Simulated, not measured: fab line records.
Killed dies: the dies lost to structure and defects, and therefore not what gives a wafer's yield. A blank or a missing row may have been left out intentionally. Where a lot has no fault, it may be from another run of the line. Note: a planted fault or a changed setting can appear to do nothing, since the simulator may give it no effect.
Matching of chambers / flow n5Finfet / cmp-03 running N5_ILD0_CMP_07: 4 sister chambers
The step polishes SiO2 flowable, stops on poly-Si, t overpolish 1.18 s, target thk 138.88 nm. 20 wafers are shown with their chamber, then 10 later ones without.

## WAFERS PAIRED WITH THEIR CHAMBERS
wafer=L075.2; chamber=2; motorCurrentA (A)=12.4; platenRpm (rpm)=51.78
wafer=L075.5; chamber=2; motorCurrentA (A)=13.2; platenRpm (rpm)=51.81
wafer=L075.6; chamber=3; motorCurrentA (A)=10.5; platenRpm (rpm)=51.71
wafer=L077.1; chamber=0; motorCurrentA (A)=12.2; platenRpm (rpm)=51.84
wafer=L077.3; chamber=3; motorCurrentA (A)=11.3; platenRpm (rpm)=51.85
wafer=L077.6; chamber=2; motorCurrentA (A)=13.0; platenRpm (rpm)=51.76
wafer=L078.4; chamber=1; motorCurrentA (A)=13.7; platenRpm (rpm)=51.78
wafer=L078.5; chamber=3; motorCurrentA (A)=11.4; platenRpm (rpm)=51.76
wafer=L078.6; chamber=0; motorCurrentA (A)=12.2; platenRpm (rpm)=51.77
wafer=L079.1; chamber=1; motorCurrentA (A)=13.3; platenRpm (rpm)=51.77
wafer=L079.3; chamber=3; motorCurrentA (A)=11.4; platenRpm (rpm)=51.78
wafer=L079.4; chamber=0; motorCurrentA (A)=11.6; platenRpm (rpm)=51.78
wafer=L083.3; chamber=1; motorCurrentA (A)=13.8; platenRpm (rpm)=51.82
wafer=L083.4; chamber=0; motorCurrentA (A)=11.4; platenRpm (rpm)=51.81
wafer=L083.5; chamber=1; motorCurrentA (A)=14.5; platenRpm (rpm)=51.81
wafer=L085.1; chamber=2; motorCurrentA (A)=12.9; platenRpm (rpm)=51.75
wafer=L085.4; chamber=1; motorCurrentA (A)=13.7; platenRpm (rpm)=51.77
wafer=L085.6; chamber=0; motorCurrentA (A)=12.1; platenRpm (rpm)=51.78
wafer=L089.2; chamber=1; motorCurrentA (A)=13.8; platenRpm (rpm)=51.78
wafer=L089.3; chamber=3; motorCurrentA (A)=11.4; platenRpm (rpm)=51.89

SIGNATURES (means of the wafers above)
reading=motorCurrentA; chamber 0=11.900; chamber 1=13.800; chamber 2=12.875; chamber 3=11.200; scatter within a chamber=0.378
reading=platenRpm; chamber 0=51.7960; chamber 1=51.7883; chamber 2=51.7750; chamber 3=51.7980; scatter within a chamber=0.0421
Rule: for each reading, subtract the chamber's mean from the wafer's reading, divide by that reading's scatter and square the result; add these up over the readings and take the root, which gives the wafer's distance from the chamber. The wafer belongs to the nearest chamber; if the next one is less than 2 further off, it can't be placed. The scatter is the square root of a quotient: the sum, over the shown wafers, of each reading's squared deviation from its chamber's mean, divided by wafers minus chambers.

## WAFERS WITH NO CHAMBER GIVEN
wafer=L089.6; motorCurrentA (A)=12.4; platenRpm (rpm)=51.79
wafer=L091.2; motorCurrentA (A)=13.6; platenRpm (rpm)=51.79
wafer=L091.3; motorCurrentA (A)=11.8; platenRpm (rpm)=51.78
wafer=L091.4; motorCurrentA (A)=12.5; platenRpm (rpm)=51.86
wafer=L092.2; motorCurrentA (A)=11.6; platenRpm (rpm)=51.84
wafer=L092.4; motorCurrentA (A)=13.2; platenRpm (rpm)=51.85
wafer=L092.6; motorCurrentA (A)=14.0; platenRpm (rpm)=51.83
wafer=L097.1; motorCurrentA (A)=13.4; platenRpm (rpm)=51.76
wafer=L097.4; motorCurrentA (A)=12.8; platenRpm (rpm)=51.81
wafer=L097.5; motorCurrentA (A)=11.9; platenRpm (rpm)=51.76

## WHICH CHAMBER EACH ONE RAN IN
wafer=L089.6; from the rows above=can't be placed: 2 or 0 or 3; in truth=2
wafer=L091.2; from the rows above=can't be placed: 1 or 2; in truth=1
wafer=L091.3; from the rows above=can't be placed: 0 or 3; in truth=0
wafer=L091.4; from the rows above=can't be placed: 0 or 2 or 3 or 1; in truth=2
wafer=L092.2; from the rows above=can't be placed: 0 or 3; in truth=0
wafer=L092.4; from the rows above=can't be placed: 2 or 1 or 0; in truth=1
wafer=L092.6; from the rows above=1; in truth=1
wafer=L097.1; from the rows above=can't be placed: 1 or 2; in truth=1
wafer=L097.4; from the rows above=can't be placed: 2 or 0 or 1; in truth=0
wafer=L097.5; from the rows above=can't be placed: 0 or 3 or 2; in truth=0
Placed correctly: 1 of 10. Cannot be placed on the basis of these rows: 9; the candidates contain the true chamber in 9. Number placed wrongly: 0.
